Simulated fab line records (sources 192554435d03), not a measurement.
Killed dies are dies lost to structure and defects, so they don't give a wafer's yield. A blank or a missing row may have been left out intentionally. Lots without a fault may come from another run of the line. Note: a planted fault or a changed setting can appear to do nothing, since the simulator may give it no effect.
fab line records    flow n5_finfet
record lots=4  wafers=12  last_day=17
route steps=1938 shown GATE_CUT@494 MOL_CONTACT_COAG@517 PASSIVATION@1936
lots that met no fault: from a run of the same line without faults
start_h: start of the lot's first displayed wafer, in hours after the record's first day    wait_h: hours since the lot's step before    " the same as in the row above    L1.1+2: a single row standing in for several wafers    - no value, or no start given    * or withheld: withheld    < > ~ a bound
route shown NAME@n: a module of which the file shows steps, and the number in the route of the first    usual: the fault-free wafers' mean and standard deviation    same: alike in all rows    chamber/n: place in a boat    sites: the reading at each site    _std_site: standard deviation of those values    _edge_site: mean of outer sites minus mean of inner sites    radius_mm: how far each site lies from the wafer's centre    mask NAME#n: copy n    behind: the tool/chamber that last shaped the wafer    hold: why the lot went on hold/how many hours it stayed there/how the hold came to an end    device: which transistor (n, p or np) failed to switch    end of line: the same wafers' tests at the end of the route    a step without rows: its recipe alone    killed: the dies lost at the first sort to structure and to defects; this is not the yield of the wafer    map: per-die view of a wafer (x killed, . not killed, _ where there is no die)
set.NAME: the run value of the setting; set.NAME@STEP: its run value at that earlier step    model.NAME: the simulator's own value behind a step, which no gauge read
certain route steps with their lots: each step a table, each wafer a row
services: a tool's chamber out of use, with start hour (start_h, from the record's first day; less than 0 if before it), hours out, and reason
## steps
# step N5_GATE_CUT_STRIP_38
# recipe chemistry=N2/H2  temp_c=40  n2_flow_sccm=200  h2_flow_sccm=200  rf_frequency_hz=6e+07
# step N5_GATE_CUT_STRIP_39
# recipe chemistry=N2/H2  temp_c=40  n2_flow_sccm=200  h2_flow_sccm=200  rf_frequency_hz=6e+07
# step N5_GATE_CUT_HM_OPEN_40
# recipe chemistry=C4F6/O2  target=SiO2  mask_material=SiARC  target_depth_a=1390  time_s=85.1  ion_energy_ev=250  pressure_mtorr=30  source_w=345  bias_w=185  Ar_flow_sccm=300  C4F6_flow_sccm=10  O2_flow_sccm=10  ends=cleared
# step N5_GATE_CUT_STRIP_41
# recipe chemistry=CF4  resist=SiARC  power_w=300  bias_power_w=75  pressure_mtorr=50  cf4_flow_sccm=150  rf_frequency_hz=6e+07
# step N5_GATE_CUT_STRIP_42
# recipe chemistry=O2  power_w=400  temp_c=40  pressure_mtorr=30  rf_frequency_hz=6e+07  bias_power_w=0  overash_fraction=0.3  o2_flow_sccm=225
# step N5_GATE_CUT_ETCH_19
# recipe chemistry=CH3F/O2  target=SiNx  mask_material=SiO2  target_depth_a=537  time_s=76.7  pressure_mtorr=30  source_w=395  bias_w=73  Ar_flow_sccm=150  CH3F_flow_sccm=30  O2_flow_sccm=20  ion_energy_ev=120  ends=cleared
# step N5_GATE_CUT_CUT_ETCH_53
# recipe chemistry=SF6/Cl2  target=W  mask_material=SiO2  target_depth_a=792  pressure_mtorr=8  icp_w=900  bias_w=80  SF6_flow_sccm=40  Cl2_flow_sccm=60  ends=cleared
# step N5_GATE_CUT_CUT_ETCH_54
# recipe chemistry=Cl2/BCl3  target=TiN  mask_material=SiO2  target_depth_a=967  pressure_mtorr=10  icp_w=1000  bias_w=126  Cl2_flow_sccm=53.25  bcl3_flow_sccm=21.75  Ar_flow_sccm=25  ends=cleared
# step N5_GATE_CUT_CUT_ETCH_55
# recipe chemistry=BCl3  target=HfO2  mask_material=SiO2  target_depth_a=32  ion_energy_ev=30  pressure_mtorr=5  icp_w=450  bias_w=18  bcl3_flow_sccm=80
# step N5_GATE_CUT_ETCH_47
# recipe chemistry=Cl2/BCl3  target=SiO2  target_depth_a=100  pressure_mtorr=10  icp_w=1000  bias_w=126  Cl2_flow_sccm=53.25  bcl3_flow_sccm=21.75  Ar_flow_sccm=25
# step N5_GATE_CUT_VAPOR_ETCH_48
# recipe chemistry=BCl3/Cl2  target=TiN  mode=isotropic
# step N5_GATE_CUT_VAPOR_ETCH_49
# recipe chemistry=BCl3/Cl2  target=TiAlC  mode=isotropic
# step N5_GATE_CUT_VAPOR_ETCH_51
# recipe chemistry=BCl3/Cl2  target=HfO2  mode=isotropic
# usual drypump_motor_current_A=5.46/0.26  he_backside_leak_sccm=3.26/0.28  oes_product_au=0.83/0.087
lot.wafer  tool          chamber  start_h  wait_h  drypump_motor_current_A  he_backside_leak_sccm  oes_product_au
L722.2     rie_metal-02  0        117.82   0.1     5.47                     3.25                   0.78
L722.5     "             0        "        "       5.49                     3.26                   0.77
L722.6     "             0        "        "       5.49                     5.44                   0.77
L733.2     rie_metal-01  1        182.44   0.0     5.18                     3.63                   0.81
L733.3     "             1        "        "       5.18                     3.03                   0.82
L733.5     "             0        "        "       5.34                     3.49                   0.89
L737.2     rie_metal-01  0        205.60   0.0     5.35                     3.13                   0.88
L737.3     "             1        "        "       5.17                     3.39                   0.80
L737.5     "             1        "        "       5.18                     3.19                   0.80
L738.2     rie_metal-01  1        209.95   0.0     5.21                     3.43                   0.80
L738.5     "             0        "        "       5.35                     3.46                   0.86
L738.6     "             1        "        "       5.21                     3.28                   0.80
# step N5_GATE_CUT_STRIP_21
# recipe chemistry=N2/H2  time_s=30  power_w=1000  temp_c=250  pressure_mtorr=withheld  n2_flow_sccm=1750  h2_flow_sccm=3250
# step N5_GATE_CUT_STRIP_29
# recipe chemistry=post_etch_residue_remover  time_s=60  temp_c=25  remover_ph=withheld  remover_water_wt_pct=withheld  remover_fluoride_wt_pct=withheld
# step N5_GATE_CUT_SRD_52
# recipe dry=ipa_marangoni  time_s=30  temp_c=23  rinse_liquid=diw
# step N5_GATE_CUT_ALD_22
# recipe material=SiNx  target_thk_a=160  temp_c=400  ald_precursor_family=SiH2I2  ald_co_reactant=N2/H2-plasma  pulse_time_s=1  ald_cycles=320  purge_time_s=2  co_reactant_purge_time_s=2  pressure_torr=2
# step N5_GATE_CUT_CMP_23
# recipe stop_on=SiO2  t_overpolish_s=23.4  post_cmp_clean=alkaline_brush  down_force_psi=2.5  platen_rpm=51.8  pad_velocity_m_s=1.0307  target_thk_nm=16
# step N5_GATE_CUT_CMP_43
# recipe material=SiO2  post_cmp_clean=rinse_only
# step N5_GATE_CUT_CMP_61
# recipe stop_on=SiNx  t_overpolish_s=3  post_cmp_clean=alkaline_brush  down_force_psi=4  platen_rpm=27.09  pad_velocity_m_s=0.539
# step N5_MOL_CONTACT_COAG_COAT_103
# recipe resist=SOC  temp_c=250  time_s=60  spin_rpm=1500  resist_thk_nm=80
# step N5_MOL_CONTACT_COAG_COAT_104
# recipe resist=SiARC  temp_c=220  time_s=60  spin_rpm=1500  resist_thk_nm=12
# step N5_MOL_CONTACT_COAG_COAT_58
# recipe resist=underlayer  temp_c=205  time_s=60  spin_rpm=1500  resist_thk_nm=10
# step N5_MOL_CONTACT_COAG_COAT_02
# recipe resist=CAR-EUV  spin_rpm=1500  resist_thk_nm=30
# step N5_MOL_CONTACT_COAG_EBR_04
# recipe solvent=PGMEA  ebr_width_mm=1.5
# step N5_MOL_CONTACT_COAG_SOFTBAKE_03
# recipe temp_c=110  time_s=60  resist=CAR-EUV
# step N5_MOL_CONTACT_COAG_EXPOSE_05
# recipe mask_id=CA  na=0.33  source_shape=annular  sigma_inner=0.4  sigma_outer=0.8  polarization=unpolarized  defocus_nm=0  dose_mj=38.25
# step N5_MOL_CONTACT_COAG_PEB_06
# recipe peb_temp_c=100  peb_time_s=60  resist=CAR-EUV
# step N5_MOL_CONTACT_COAG_DEVELOP_07
# recipe develop_time_s=30  developer=TMAH  resist=CAR-EUV  rinse_liquid=surfactant_rinse  dry=air_spin  dev_temp_c=23
# step N5_MOL_CONTACT_COAG_DESCUM_13
# recipe chemistry=O2  time_s=7  source_power_w=50  bias_power_w=20  pressure_mtorr=20  rf_frequency_hz=2.712e+07  temp_c=40  resist=CAR-EUV  o2_flow_sccm=225
# step N5_MOL_CONTACT_COAG_ETCH_59
# recipe chemistry=N2/H2  target=underlayer  target_depth_a=130  mask_material=CAR-EUV  time_s=10.4  ion_energy_ev=200  pressure_mtorr=30  source_w=840  bias_w=150  n2_flow_sccm=200  h2_flow_sccm=200  ends=cleared
# step N5_MOL_CONTACT_COAG_ETCH_105
# recipe chemistry=CF4  target=SiARC  target_depth_a=156  mask_material=CAR-EUV  time_s=26  ion_energy_ev=80  pressure_mtorr=40  source_w=545  bias_w=36  Ar_flow_sccm=100  cf4_flow_sccm=100  ends=cleared
# step N5_MOL_CONTACT_COAG_ETCH_106
# recipe chemistry=N2/H2  target=SOC  target_depth_a=800  overetch_a=160  mask_material=SiARC  temp_c=40  time_s=120  ion_energy_ev=200  pressure_mtorr=30  source_w=840  bias_w=150  n2_flow_sccm=200  h2_flow_sccm=200
# step N5_MOL_CONTACT_COAG_STRIP_107
# recipe chemistry=N2/H2  temp_c=40  n2_flow_sccm=200  h2_flow_sccm=200  rf_frequency_hz=6e+07
# step N5_MOL_CONTACT_COAG_STRIP_108
# recipe chemistry=N2/H2  temp_c=40  n2_flow_sccm=200  h2_flow_sccm=200  rf_frequency_hz=6e+07
# step N5_MOL_CONTACT_COAG_CONTACT_ETCH_14
# recipe chemistry=C4F6/O2  target=SiO2  target_depth_a=275  overetch_a=85  mask_material=SOC  pressure_mtorr=30  source_w=370  bias_w=185  Ar_flow_sccm=300  C4F6_flow_sccm=16  O2_flow_sccm=10  time_s=20  ion_energy_ev=259.6
# step N5_PASSIVATION_PROBE_49
# usual defect_limited_yield=91.6/1.2  killed_at_M0_to_M3=33/9.4  killed_at_M4_up=13/5.2  killed_at_contacts=13/5.6  killed_at_front_end=37/9.5  killed_at_other=4/3.1  killed_dies=99/15  killed_on_rim=13/3.6  killed_open=65/11  killed_short=32/7.5  sort_bin_5_function=4.9/0.77  sort_bin_6_memory=3.1/0.65  sort_n_pass=1081/15  sort_yield_pct=91.6/1.2
# same gross_dies=1180  killed_at_back_side=0  sort_bin_4_leakage[%]=0  sort_bin_8_speed[%]=0
lot.wafer  tool       chamber  start_h  wait_h  defect_limited_yield[%]  killed_at_M0_to_M3  killed_at_M4_up  killed_at_contacts  killed_at_front_end  killed_at_other  killed_dies  killed_on_rim  killed_open  killed_short  sort_bin_5_function[%]  sort_bin_6_memory[%]  sort_n_pass  sort_yield_pct[%]
L737.2     prober-01  -        389.81   0.1     84.7                     28                  13               10                  129                  1                181          13             50           26            10.7                    3.1                   999          84.7
L738.5     prober-02  -        417.67   0.2     85.8                     15                  4                6                   142                  1                168          6              40           22            9.7                     2.7                   1012         85.8
# killed by level:class
L737.2 GATE_CUT:unspecified=104 BEOL_M3:geometric_particle:open=12 MOL_CONTACT_COAG:geometric_particle:open=7 BEOL_M4:geometric_particle:open=7 BEOL_M0_SAQP:geometric_particle:short=6 STARTING-WAFER:geometric_particle:short=6 STARTING-WAFER:geometric_particle:open=5 FIN_SAQP:geometric_particle:short=4
L738.5 GATE_CUT:unspecified=106 STI_FIN_REVEAL:geometric_particle:open=15 FIN_SAQP:geometric_particle:short=7 MOL_CONTACT_COAG:geometric_particle:open=6 BEOL_M1:geometric_particle:open=5 BEOL_M1:geometric_particle:short=3 FIN_SAQP:geometric_particle:open=2 STI_FIN_REVEAL:geometric_particle:short=2
# map L737.2 (x killed, . not)
_________________.....x......________________
______________........x........._____________
___________............x...x.......__________
__________.........................._________
________x.x.............x............._______
_______.................x.x......x.....______
______................x.....x..........._____
_____................................x..x____
____x...........................x.........___
___.....x...x........xx...........x........__
___.....x................x..x.xxx....x.....__
__.........x...........x.xxx...xx.x..x......_
__...................x...xxxxxxxxxx........._
_x............x.....x..x.xxxxxxxxxx..........
_.....................xx..xxxxxxxxxx.........
_...........x..........x.xxxxxxxxxxxxx.......
_................x......xxxxxxxxxxxx.....x...
_..............x..x....xxxxxxxxxxx.xxxx......
_.x..............x....xx..xxxxxxx.....x.x....
_.....x...................x.xxxx.xx..........
_............x............x.xxx.x............
__x..x.........................x......x..x.._
__..........................x.......x......._
___xx...........................x..........__
___.x..........x.x.x....................x.x__
____......xx...................x..........___
_____x......................x............____
______..x...x.................x.....x..._____
_______....................x......x..x.______
________.x....x....x.................._______
__________.........x............x..._________
___________..................x.....__________
______________.................._____________
_________________............________________
# map L738.5 (x killed, . not)
_________________............________________
______________....x....xx......._____________
___________....x...................__________
__________.................x....x..._________
________...x....xx.x......x..........._______
_______..................x..x..........______
______.x..................x............._____
_____...........x......x.................____
____.......x...........................x..___
___.................x..........x...........__
___..........................x.x...........__
__.x.....x....x...........x.x.xx.x..x.....x._
__.........x.............xxx.xxxx..........._
_...........x...........xxxxxxxxxxxx.x.......
_x....................x.xxxxxxxxxxxx.........
_.............x..x..x..xxxxxxxx.xxxx.........
_.....................xxxxxxxxxxxxx.x........
_.................x.....xxxxxxxxxxx..........
_......................x.xxx.xxxxxx.x.....x.x
_.x..x...x............x..xxxxxxxx.x..........
_............x..........x.xxxxx...x..........
__.......x..............x..x.x.........x...._
__............x............................._
___......x...........x......x.....x.x......__
___..x.......x.............................__
____.................x....................___
_____.........x...............xx.........____
______....x..x............x.........x..._____
_______................................______
________.............................._______
__________............x.......x....._________
___________........................__________
______________.................._____________
_________________...x........________________
## services
tool          chamber  start_h  hours  kind
rie_metal-02  1        101.61   -      clean
rie_metal-02  1        101.61   17.6   scheduled_down
rie_metal-02  1        101.61   17.6   vent_cycle
rie_metal-01  -        204.00   0.5    repair
## key
first_sign step=N5_PASSIVATION_PROBE_49  reading=killed_at_front_end  direction=up  sigmas=10  usual=37  struck=136
effect step=N5_PASSIVATION_PROBE_49  reading=defect_limited_yield  direction=down  sigmas=5.2  usual=91.6  struck=85.2
more_kills_born_at N5_GATE_CUT_VAPOR_ETCH_51@rie_metal-01=210
met_at N5_GATE_CUT_VAPOR_ETCH_51
struck_wafers L737.2,L738.5
onset_between 182.44 205.60
fault kind=chamber_particle_source  tool=rie_metal-01  chamber=0  onset_h=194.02  steps=N5_GATE_CUT_VAPOR_ETCH_51  rate_per_visit_cm2=0.50601  end_h=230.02
